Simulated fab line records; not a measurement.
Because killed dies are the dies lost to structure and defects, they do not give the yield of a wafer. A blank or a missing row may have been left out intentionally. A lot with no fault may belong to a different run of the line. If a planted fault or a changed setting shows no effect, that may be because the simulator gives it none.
Matching of chambers | flow nand harc | NHARC_P_BONDPAD_ETCH_37 on rie diel-08 has 4 sister chambers
The step etches the open film in N2/H2, target depth 60 nm, overetch 18 nm, time 65.91 s. 18 wafers are shown with their chamber, then 9 later ones without.

## EACH WAFER AND ITS CHAMBER
wafer  | chamber | drypump motor current A (A) | rf vpp V (V) | oes product au (a.u.)
L075.2 | 1       | 5.43                        | 432.7        | 1.010
L075.5 | 0       | 5.40                        | 432.0        | 1.006
L075.6 | 3       | 6.18                        | 430.8        | 0.995
L079.1 | 0       | 5.42                        | 431.8        | 0.996
L079.3 | 3       | 6.17                        | 430.4        | 0.994
L079.5 | 0       | 5.39                        | 432.2        | 0.998
L081.1 | 2       | 6.01                        | 425.7        | 1.010
L081.3 | 3       | 6.16                        | 430.1        | 1.003
L081.6 | 0       | 5.43                        | 432.5        | 1.005
L082.2 | 0       | 5.43                        | 430.6        | 1.012
L082.4 | 3       | 6.17                        | 429.1        | 1.000
L082.6 | 2       | 6.01                        | 428.4        | 1.015
L083.2 | 1       | 5.40                        | 434.0        | 0.998
L083.4 | 0       | 5.39                        | 430.6        | 1.004
L083.5 | 0       | 5.42                        | 430.7        | 1.004
L085.2 | 1       | 5.47                        | 433.0        | 1.005
L085.3 | 3       | 6.17                        | 429.6        | 1.005
L085.4 | 2       | 5.98                        | 427.8        | 1.002

SIGNATURES (averages over the wafers above)
reading                 | chamber 0 | chamber 1 | chamber 2 | chamber 3 | scatter within a chamber
drypump motor current A | 5.4114    | 5.4333    | 6.0000    | 6.1700    | 0.0192
rf vpp V                | 431.486   | 433.233   | 427.300   | 430.000   | 0.879
oes product au          | 1.00357   | 1.00433   | 1.00900   | 0.99940   | 0.00547
Rule: a wafer's distance from a chamber is the root of the sum, over the readings, of the square of ((its reading less the chamber's mean) divided by the reading's scatter). The wafer belongs to the nearest chamber; if the next one is less than 2 further off, it can't be placed. The scatter: take each reading less its chamber's mean, square it, sum over the shown wafers, divide by the number of wafers less the number of chambers, and take the root.

## WAFERS MISSING THEIR CHAMBER
wafer  | drypump motor current A (A) | rf vpp V (V) | oes product au (a.u.)
L086.2 | 5.43                        | 432.3        | 1.012
L086.4 | 5.44                        | 434.8        | 1.002
L086.5 | 6.18                        | 429.9        | 1.003
L093.2 | 5.42                        | 430.6        | 1.000
L093.3 | 5.96                        | 426.6        | 1.005
L093.5 | 6.01                        | 425.9        | 1.015
L096.2 | 6.16                        | 430.5        | 1.001
L096.3 | 5.97                        | 426.9        | 1.001
L096.6 | 5.40                        | 431.6        | 0.998

## THE CHAMBER EACH PASSED THROUGH
wafer  | from the rows above     | in truth
L086.2 | can't be placed: 1 or 0 | 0
L086.4 | 1                       | 1
L086.5 | 3                       | 3
L093.2 | can't be placed: 0 or 1 | 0
L093.3 | 2                       | 2
L093.5 | 2                       | 2
L096.2 | 3                       | 3
L096.3 | 2                       | 2
L096.6 | can't be placed: 0 or 1 | 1
Correctly placed: 6 of 9. Unplaceable from these rows: 3, with the true chamber sitting among the candidates in 3. Placed wrongly: 0.
